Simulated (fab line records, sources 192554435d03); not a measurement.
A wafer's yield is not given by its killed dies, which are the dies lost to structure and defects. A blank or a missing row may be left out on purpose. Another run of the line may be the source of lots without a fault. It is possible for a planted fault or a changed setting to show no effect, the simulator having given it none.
A lot that was struck, set against a sound lot || flow n5_finfet || 14 steps out of a route of 1938
Sound: wafers L544.2, L544.5, L544.6. Wafers L552.2, L552.3, L552.4 were the ones struck. The cause comes at the end.
Per side, at each step with rows, come the tool, then ch with its chambers, and then its first start. Under that, the readings that differ: sound wafers || struck wafers || difference of the means || sigmas: that difference in standard deviations of wafers without a fault.
alike: readings whose means differ by less than 2 such deviations, and words and numbers that are the same on both sides. not compared: withheld readings, readings that some wafer has no value for, bounds like >300 that may hide the same value, and numbers for which the record gives no deviation and whose values overlap.
The two part at a step that has a row with sigmas, a row that says differs or no value, or rows on one side only. Non-overlapping numbers with no deviation appear without sigmas and do not part them. Lack of a reading on every wafer of one side parts them only where that side has two or more wafers.

N5_MOL_CONTACT_COAG_ETCH_47: etches SiNx in CH3F/O2, stops on W, target depth 27 nm.
  sound on rie_diel-05 ch 0,1,2, day 6 08:53; struck on rie_diel-03 ch 0,3, day 8 17:57
  alike: drypump_motor_current_A, etch_rf_on_time_s, oes_product_au, rf_vpp_V, showerhead_plenum_p_Torr, throttle_valve_pct
  not compared: rf_hours_counter_h
N5_MOL_CONTACT_COAG_STRIP_119: strips in N2/H2, time 30 s.
  sound on plasma_asher-01 ch 0,1, day 6 08:58; struck on plasma_asher-02 ch 0,1, day 8 18:02
  alike: drypump_motor_current_A, heater_power_w
  not compared: rf_hours_counter_h
then, 2 steps without rows for these wafers: N5_MOL_CONTACT_COAG_PRECLEAN_144 (cleans in alkaline clean, time 60 s); N5_MOL_CONTACT_COAG_SRD_145 (time 30 s).
N5_MOL_CONTACT_COAG_CD_MEAS_137: the cd target is 16 nm.
  sound: cd_sem-02 at day 6 09:07; struck: cd_sem-02 at day 8 18:11
  alike: cd_nm
then, 7 steps without rows for these wafers: N5_MOL_CONTACT_COAG_COAT_62 (time 60 s, resist thk 60 nm); N5_MOL_CONTACT_COAG_COAT_63 (time 60 s, resist thk 10 nm); N5_MOL_CONTACT_COAG_COAT_64 (time 60 s, resist thk 10 nm); N5_MOL_CONTACT_COAG_COAT_34 (resist thk 40 nm); N5_MOL_CONTACT_COAG_EBR_36; N5_MOL_CONTACT_COAG_SOFTBAKE_35 (time 60 s); N5_MOL_CONTACT_COAG_EXPOSE_37 (exposes mask VD, defocus 0 nm).
N5_MOL_CONTACT_COAG_PEB_38: peb time 60 s.
  sound on litho_track-05 ch 0, day 6 09:29; struck on litho_track-05, day 8 18:26
  no value came back on the struck wafers for chill_plate_temp_C (C), exhaust_pa (Pa), plate_temp_C (C); on the sound wafers chill_plate_temp_C (C) reads 22.98 23.12 23.07
then, 1 step without rows for these wafers: N5_MOL_CONTACT_COAG_DEVELOP_39 (develop time 30 s).

WHERE THEY PART
N5_MOL_CONTACT_COAG_PEB_38 only, going by this record.

WHY: whatever the simulator had introduced
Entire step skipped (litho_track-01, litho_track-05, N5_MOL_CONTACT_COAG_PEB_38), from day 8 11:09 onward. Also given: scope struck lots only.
